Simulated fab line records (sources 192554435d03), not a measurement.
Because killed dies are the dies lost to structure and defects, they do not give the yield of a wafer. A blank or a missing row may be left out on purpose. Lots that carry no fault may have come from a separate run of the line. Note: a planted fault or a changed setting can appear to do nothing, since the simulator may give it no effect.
Which of the tools did it? / flow n5 finfet / 9 lots, 27 wafers sampled, at 6 steps of a route of 1938

WHAT EACH GAUGE READ, for each wafer
N5_SD_EPI_N_OVL_MEAS_10.
lot=L872; measured=day 3 14:32; on=overlay-01; SD_N_BLK_OVL (nm)=0.8 0.2 0.6
lot=L877; measured=day 4 22:17; on=overlay-01; SD_N_BLK_OVL (nm)=-1.6 -1.3 -1.1
lot=L879; measured=day 5 08:18; on=overlay-02; SD_N_BLK_OVL (nm)=-0.7 0.3 0.0
lot=L880; measured=day 5 15:41; on=overlay-02; SD_N_BLK_OVL (nm)=0.7 1.0 0.6
lot=L882; measured=day 6 01:32; on=overlay-01; SD_N_BLK_OVL (nm)=10.7 11.7 12.1
lot=L883; measured=day 6 07:52; on=overlay-02; SD_N_BLK_OVL (nm)=10.3 10.9 10.3
lot=L890; measured=day 8 01:13; on=overlay-01; SD_N_BLK_OVL (nm)=-0.6 -0.1 -0.5
lot=L891; measured=day 8 07:37; on=overlay-01; SD_N_BLK_OVL (nm)=-1.3 -1.3 -1.3
lot=L892; measured=day 8 21:14; on=overlay-02; SD_N_BLK_OVL (nm)=0.5 0.8 0.9

N5_BEOL_M4_RC_MEAS_101.
lot=L872; measured=day 8 02:34; on=prober-01; DIBL_N (mV/V)=36.8 36.0 37.6; DIBL_P (mV/V)=37.7 36.4 38.3; IOFF_N (nA/um)=0.168 0.146 0.165; IOFF_P (nA/um)=0.185 0.172 0.184; ION_N (uA/um)=678 662 676; ION_P (uA/um)=452 452 448; SS_N (mV/dec)=72.2 71.3 72.1; SS_P (mV/dec)=73.7 73.7 73.5; VT_N (mV)=250.7 251.7 250.3; VT_P (mV)=-254.7 -253.2 -254.9
lot=L877; measured=day 9 20:53; on=prober-02; DIBL_N (mV/V)=36.1 35.3 35.4; DIBL_P (mV/V)=34.8 33.5 33.9; IOFF_N (nA/um)=0.155 0.148 0.141; IOFF_P (nA/um)=0.202 0.184 0.189; ION_N (uA/um)=669 682 674; ION_P (uA/um)=464 462 465; SS_N (mV/dec)=71.9 72.0 71.2; SS_P (mV/dec)=72.5 72.7 73.1; VT_N (mV)=250.6 249.2 253.0; VT_P (mV)=-253.7 -254.6 -253.1
lot=L879; measured=day 10 15:41; on=prober-02; DIBL_N (mV/V)=35.2 35.0 36.8; DIBL_P (mV/V)=34.1 35.0 36.7; IOFF_N (nA/um)=0.136 0.151 0.176; IOFF_P (nA/um)=0.174 0.192 0.218; ION_N (uA/um)=662 672 679; ION_P (uA/um)=452 460 462; SS_N (mV/dec)=71.4 71.7 71.6; SS_P (mV/dec)=72.9 73.4 74.1; VT_N (mV)=253.5 252.1 247.8; VT_P (mV)=-250.5 -250.9 -250.6
lot=L880; measured=day 10 18:28; on=prober-01; DIBL_N (mV/V)=36.3 37.7 34.9; DIBL_P (mV/V)=35.6 37.2 33.8; IOFF_N (nA/um)=0.127 0.162 0.116; IOFF_P (nA/um)=0.182 0.205 0.165; ION_N (uA/um)=662 672 664; ION_P (uA/um)=455 460 455; SS_N (mV/dec)=71.1 71.3 70.9; SS_P (mV/dec)=72.7 74.0 72.9; VT_N (mV)=252.8 249.4 253.7; VT_P (mV)=-253.7 -252.9 -253.3
lot=L882; measured=day 11 19:35; on=prober-01; DIBL_N (mV/V)=36.0 37.1 36.7; DIBL_P (mV/V)=34.7 35.7 35.4; IOFF_N (nA/um)=0.144 0.161 0.161; IOFF_P (nA/um)=0.203 0.215 0.209; ION_N (uA/um)=673 672 679; ION_P (uA/um)=466 463 466; SS_N (mV/dec)=70.5 71.2 71.0; SS_P (mV/dec)=72.4 73.2 73.3; VT_N (mV)=249.2 249.9 249.1; VT_P (mV)=-247.3 -250.3 -251.8
lot=L883; measured=day 11 16:36; on=prober-01; DIBL_N (mV/V)=32.9 33.4 33.5; DIBL_P (mV/V)=32.7 33.6 32.3; IOFF_N (nA/um)=0.124 0.129 0.119; IOFF_P (nA/um)=0.164 0.179 0.157; ION_N (uA/um)=677 664 671; ION_P (uA/um)=465 458 460; SS_N (mV/dec)=71.2 71.1 71.3; SS_P (mV/dec)=73.2 73.4 72.7; VT_N (mV)=251.8 251.4 255.1; VT_P (mV)=-253.6 -254.2 -254.7
lot=L890; measured=day 13 05:14; on=prober-02; DIBL_N (mV/V)=38.8 38.5 36.1; DIBL_P (mV/V)=38.7 38.0 35.9; IOFF_N (nA/um)=0.206 0.195 0.144; IOFF_P (nA/um)=0.234 0.228 0.182; ION_N (uA/um)=693 696 675; ION_P (uA/um)=465 471 458; SS_N (mV/dec)=72.0 71.5 71.0; SS_P (mV/dec)=74.5 74.8 73.2; VT_N (mV)=246.4 247.9 250.5; VT_P (mV)=-251.8 -251.2 -255.0
lot=L891; measured=day 13 05:51; on=prober-01; DIBL_N (mV/V)=36.3 36.2 37.9; DIBL_P (mV/V)=37.0 36.7 38.0; IOFF_N (nA/um)=0.169 0.165 0.194; IOFF_P (nA/um)=0.199 0.196 0.216; ION_N (uA/um)=683 672 690; ION_P (uA/um)=464 453 465; SS_N (mV/dec)=71.6 71.1 71.3; SS_P (mV/dec)=73.0 73.2 73.8; VT_N (mV)=247.2 248.2 245.6; VT_P (mV)=-252.2 -250.7 -248.9
lot=L892; measured=day 14 07:29; on=prober-02; DIBL_N (mV/V)=38.7 37.4 36.1; DIBL_P (mV/V)=39.5 38.0 36.4; IOFF_N (nA/um)=0.196 0.174 0.147; IOFF_P (nA/um)=0.268 0.247 0.211; ION_N (uA/um)=696 681 670; ION_P (uA/um)=478 470 464; SS_N (mV/dec)=72.4 72.2 71.9; SS_P (mV/dec)=73.9 73.6 73.0; VT_N (mV)=244.5 245.3 251.1; VT_P (mV)=-245.7 -248.8 -247.4

TOOL THAT RAN EACH LOT (tool first, then ch and the chambers of the sampled wafers, then the start)
lot=L872; N5_DUMMY_GATE_STRIP_48=rie diel-03 ch 0,2, day 3 13:18; N5_SPACER0_ALD_07=ald sin-03 ch 0,3, day 3 13:32; N5_SD_EPI_N_EXPOSE_06=arfi scanner-03 ch 0, day 3 14:23; N5_SD_EPI_N_ETCH_45=rie diel-02 ch 0,1, day 3 15:08
lot=L877; N5_DUMMY_GATE_STRIP_48=rie diel-04 ch 2,3, day 4 20:28; N5_SPACER0_ALD_07=ald sin-03 ch 0,3, day 4 21:17; N5_SD_EPI_N_EXPOSE_06=arfi scanner-02 ch 0, day 4 22:08; N5_SD_EPI_N_ETCH_45=rie diel-02 ch 0,1,3, day 4 23:04
lot=L879; N5_DUMMY_GATE_STRIP_48=rie diel-04 ch 0,1,2, day 5 07:05; N5_SPACER0_ALD_07=ald sin-02 ch 0,2,3, day 5 07:19; N5_SD_EPI_N_EXPOSE_06=arfi scanner-01 ch 0, day 5 08:09; N5_SD_EPI_N_ETCH_45=rie diel-01 ch 1,3, day 5 08:55
lot=L880; N5_DUMMY_GATE_STRIP_48=rie diel-05 ch 1,2,3, day 5 14:18; N5_SPACER0_ALD_07=ald sin-03 ch 0,2,3, day 5 14:41; N5_SD_EPI_N_EXPOSE_06=arfi scanner-03 ch 0, day 5 15:31; N5_SD_EPI_N_ETCH_45=rie diel-01 ch 0,1,2, day 5 16:15
lot=L882; N5_DUMMY_GATE_STRIP_48=rie diel-05 ch 0,1,2, day 6 00:19; N5_SPACER0_ALD_07=ald sin-01 ch 0,1,2, day 6 00:32; N5_SD_EPI_N_EXPOSE_06=arfi scanner-03 ch 0, day 6 01:22; N5_SD_EPI_N_ETCH_45=rie diel-02 ch 2,3, day 6 02:10
lot=L883; N5_DUMMY_GATE_STRIP_48=rie diel-04 ch 0,1,2, day 6 06:46; N5_SPACER0_ALD_07=ald sin-03 ch 0,2,3, day 6 06:59; N5_SD_EPI_N_EXPOSE_06=arfi scanner-03 ch 0, day 6 07:43; N5_SD_EPI_N_ETCH_45=rie diel-02 ch 2,3, day 6 08:26
lot=L890; N5_DUMMY_GATE_STRIP_48=rie diel-03 ch 0,1,3, day 8 00:07; N5_SPACER0_ALD_07=ald sin-02 ch 0,2,3, day 8 00:20; N5_SD_EPI_N_EXPOSE_06=arfi scanner-01 ch 0, day 8 01:03; N5_SD_EPI_N_ETCH_45=rie diel-06 ch 0,2, day 8 01:49
lot=L891; N5_DUMMY_GATE_STRIP_48=rie diel-03 ch 0,2,3, day 8 06:08; N5_SPACER0_ALD_07=ald sin-03 ch 1,2,3, day 8 06:37; N5_SD_EPI_N_EXPOSE_06=arfi scanner-02 ch 0, day 8 07:28; N5_SD_EPI_N_ETCH_45=rie diel-02 ch 1,3, day 8 08:16
lot=L892; N5_DUMMY_GATE_STRIP_48=rie diel-03 ch 0,3, day 8 20:01; N5_SPACER0_ALD_07=ald sin-03 ch 1,2,3, day 8 20:14; N5_SD_EPI_N_EXPOSE_06=arfi scanner-02 ch 0, day 8 21:05; N5_SD_EPI_N_ETCH_45=rie diel-06 ch 0,2, day 8 21:49
- N5_DUMMY_GATE_STRIP_48: strips in N2/H2, time 20 s.
- N5_SPACER0_ALD_07: deposits SiNx, target thk 2 nm.
- N5_SD_EPI_N_EXPOSE_06: exposes mask SD N BLK, target cd 120 nm.
- N5_SD_EPI_N_ETCH_45: etches SiOCN in CH3F/O2, target depth 6 nm.

WHAT THE TOOLS THEMSELVES READ (means of the sampled wafers that have a number; where no wafer has one, the mark that the record gives instead)
N5_DUMMY_GATE_STRIP_48.
lot=L872; tool=rie diel-03; drypump motor current A (A)=5.8; oes product au (a.u.)=0.77; rf vpp V (V)=45.0; showerhead plenum p Torr (Torr)=3.37; throttle valve pct (%)=12.14
lot=L877; tool=rie diel-04; drypump motor current A (A)=6.5; oes product au (a.u.)=0.74; rf vpp V (V)=45.7; showerhead plenum p Torr (Torr)=3.37; throttle valve pct (%)=12.24
lot=L879; tool=rie diel-04; drypump motor current A (A)=6.0; oes product au (a.u.)=0.81; rf vpp V (V)=45.4; showerhead plenum p Torr (Torr)=3.45; throttle valve pct (%)=12.17
lot=L880; tool=rie diel-05; drypump motor current A (A)=5.8; oes product au (a.u.)=0.80; rf vpp V (V)=45.8; showerhead plenum p Torr (Torr)=3.53; throttle valve pct (%)=12.25
lot=L882; tool=rie diel-05; drypump motor current A (A)=5.6; oes product au (a.u.)=0.77; rf vpp V (V)=46.2; showerhead plenum p Torr (Torr)=3.47; throttle valve pct (%)=12.35
lot=L883; tool=rie diel-04; drypump motor current A (A)=6.1; oes product au (a.u.)=0.80; rf vpp V (V)=46.3; showerhead plenum p Torr (Torr)=3.45; throttle valve pct (%)=12.19
lot=L890; tool=rie diel-03; drypump motor current A (A)=6.0; oes product au (a.u.)=0.78; rf vpp V (V)=44.7; showerhead plenum p Torr (Torr)=3.33; throttle valve pct (%)=12.25
lot=L891; tool=rie diel-03; drypump motor current A (A)=5.8; oes product au (a.u.)=0.73; rf vpp V (V)=46.5; showerhead plenum p Torr (Torr)=3.35; throttle valve pct (%)=12.29
lot=L892; tool=rie diel-03; drypump motor current A (A)=6.1; oes product au (a.u.)=0.71; rf vpp V (V)=45.0; showerhead plenum p Torr (Torr)=3.34; throttle valve pct (%)=12.34

N5_SPACER0_ALD_07.
lot=L872; tool=ald sin-03; heater power w (W)=859
lot=L877; tool=ald sin-03; heater power w (W)=871
lot=L879; tool=ald sin-02; heater power w (W)=829
lot=L880; tool=ald sin-03; heater power w (W)=817
lot=L882; tool=ald sin-01; heater power w (W)=874
lot=L883; tool=ald sin-03; heater power w (W)=819
lot=L890; tool=ald sin-02; heater power w (W)=814
lot=L891; tool=ald sin-03; heater power w (W)=829
lot=L892; tool=ald sin-03; heater power w (W)=830

N5_SD_EPI_N_ETCH_45.
lot=L872; tool=rie diel-02; CH3F_flow_sccm (sccm)=30.04; drypump motor current A (A)=5.8; oes product au (a.u.)=0.71; rf vpp V (V)=128.0; showerhead plenum p Torr (Torr)=2.01; throttle valve pct (%)=23.21
lot=L877; tool=rie diel-02; CH3F_flow_sccm (sccm)=30.01; drypump motor current A (A)=5.6; oes product au (a.u.)=0.73; rf vpp V (V)=127.8; showerhead plenum p Torr (Torr)=2.04; throttle valve pct (%)=23.16
lot=L879; tool=rie diel-01; CH3F_flow_sccm (sccm)=29.95; drypump motor current A (A)=5.8; oes product au (a.u.)=0.70; rf vpp V (V)=127.3; showerhead plenum p Torr (Torr)=1.98; throttle valve pct (%)=23.62
lot=L880; tool=rie diel-01; CH3F_flow_sccm (sccm)=30.01; drypump motor current A (A)=5.5; oes product au (a.u.)=0.76; rf vpp V (V)=126.0; showerhead plenum p Torr (Torr)=1.97; throttle valve pct (%)=23.38
lot=L882; tool=rie diel-02; CH3F_flow_sccm (sccm)=30.01; drypump motor current A (A)=5.5; oes product au (a.u.)=0.87; rf vpp V (V)=127.8; showerhead plenum p Torr (Torr)=2.00; throttle valve pct (%)=23.08
lot=L883; tool=rie diel-02; CH3F_flow_sccm (sccm)=29.93; drypump motor current A (A)=5.4; oes product au (a.u.)=0.80; rf vpp V (V)=128.0; showerhead plenum p Torr (Torr)=2.04; throttle valve pct (%)=23.12
lot=L890; tool=rie diel-06; CH3F_flow_sccm (sccm)=30.06; drypump motor current A (A)=5.4; oes product au (a.u.)=0.86; rf vpp V (V)=127.6; showerhead plenum p Torr (Torr)=2.06; throttle valve pct (%)=23.25
lot=L891; tool=rie diel-02; CH3F_flow_sccm (sccm)=30.04; drypump motor current A (A)=5.6; oes product au (a.u.)=0.86; rf vpp V (V)=127.9; showerhead plenum p Torr (Torr)=1.99; throttle valve pct (%)=23.14
lot=L892; tool=rie diel-06; CH3F_flow_sccm (sccm)=30.03; drypump motor current A (A)=5.4; oes product au (a.u.)=0.86; rf vpp V (V)=127.9; showerhead plenum p Torr (Torr)=2.06; throttle valve pct (%)=23.24

THE ANSWER, worked out from the rows above alone
Rule: the usual values come from the lots themselves. The widest of any qualifying gaps counts: lots, ordered by their means at a reading, are off when they make up no more than a third of the lots, leave a main group of 4 or more, and stand apart from it by 3 or more times the standard deviation of that group's means. Not used: any main group whose means are identical at the precision the tables above print for the reading. A lot without any number at a reading at which 4 lots or more have one is off too. All remaining lots with rows at the step are treated as sound. The gauges are gone through in route order, then the tools' own readings, and for those a lot's mean is taken as printed above. The first step at which some lot is off is used, and at that step the reading that is off furthest; a lot without a number counts as furthest.
Off: L882, L883, at N5_SD_EPI_N_OVL_MEAS_10 (SD_N_BLK_OVL). The main group: mean -0.2 nm, standard deviation 0.83.
A tool fits if, at a process step before that reading, it ran every lot that is off, and no sound lot after the first of them. Gauges at N5_SD_EPI_N_OVL_MEAS_10: tried the same way as those tools. One candidate fits, namely arfi scanner-03 at N5_SD_EPI_N_EXPOSE_06. A fault onset in the window from L880 (day 5 15:31, its last sound lot) to L882 (day 6 01:22, its first lot off) fits.

WHAT THE SIMULATOR HAD PUT IN
Scanner matching overlay: arfi scanner-03, from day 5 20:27 on, at N5_SD_EPI_N_EXPOSE_06. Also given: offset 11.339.
Lots struck among those shown: L882, L883. The rule above found the same.
